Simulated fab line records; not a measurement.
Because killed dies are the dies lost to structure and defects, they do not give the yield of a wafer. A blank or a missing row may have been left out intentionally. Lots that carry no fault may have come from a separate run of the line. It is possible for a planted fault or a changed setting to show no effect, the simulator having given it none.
Chamber matching || flow nand_harc || NHARC_THIN_TSV_DEP_47 on pecvd-02: 3 sister chambers
The step deposits SiO2, target thk 200 nm. 3 wafers are shown with their chamber, then 7 later ones without.

== EACH WAFER AND ITS CHAMBER ==
{"wafer": "L371.6", "chamber": 0, "flow_sccm (sccm)": 2650}
{"wafer": "L372.1", "chamber": 2, "flow_sccm (sccm)": 2644}
{"wafer": "L372.4", "chamber": 1, "flow_sccm (sccm)": 2655}

== WAFERS WHOSE CHAMBER IS MISSING ==
{"wafer": "L372.6", "flow_sccm (sccm)": 2653}
{"wafer": "L374.1", "flow_sccm (sccm)": 2654}
{"wafer": "L374.2", "flow_sccm (sccm)": 2660}
{"wafer": "L374.3", "flow_sccm (sccm)": 2633}
{"wafer": "L379.1", "flow_sccm (sccm)": 2651}
{"wafer": "L379.4", "flow_sccm (sccm)": 2651}
{"wafer": "L379.5", "flow_sccm (sccm)": 2656}

== WHICH CHAMBER EACH WENT THROUGH ==
{"wafer": "L372.6", "from the rows above": "can't be placed: 1 or 0 or 2", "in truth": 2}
{"wafer": "L374.1", "from the rows above": "can't be placed: 1 or 0 or 2", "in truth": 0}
{"wafer": "L374.2", "from the rows above": "can't be placed: 1 or 0", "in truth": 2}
{"wafer": "L374.3", "from the rows above": "can't be placed: 2 or 0", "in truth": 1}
{"wafer": "L379.1", "from the rows above": "can't be placed: 0 or 1 or 2", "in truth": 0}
{"wafer": "L379.4", "from the rows above": "can't be placed: 0 or 1 or 2", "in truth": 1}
{"wafer": "L379.5", "from the rows above": "can't be placed: 1 or 0", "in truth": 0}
Correct placement for 0 of the 7. Cannot be placed on the basis of these rows: 7; the candidates contain the true chamber in 5. Wrongly placed: 0.
How it was worked out, from the rows above alone: a wafer's distance from a chamber is the root of the sum, over the readings, of the square of ((its reading less the chamber's mean) divided by the reading's scatter). The wafer belongs to the nearest chamber; if the next one is less than 2 further off, it can't be placed. A chamber's mean is the mean of its shown wafers. The scatter: root of mean squared gap, hidden wafer to nearest shown wafer, with one shown wafer a chamber.
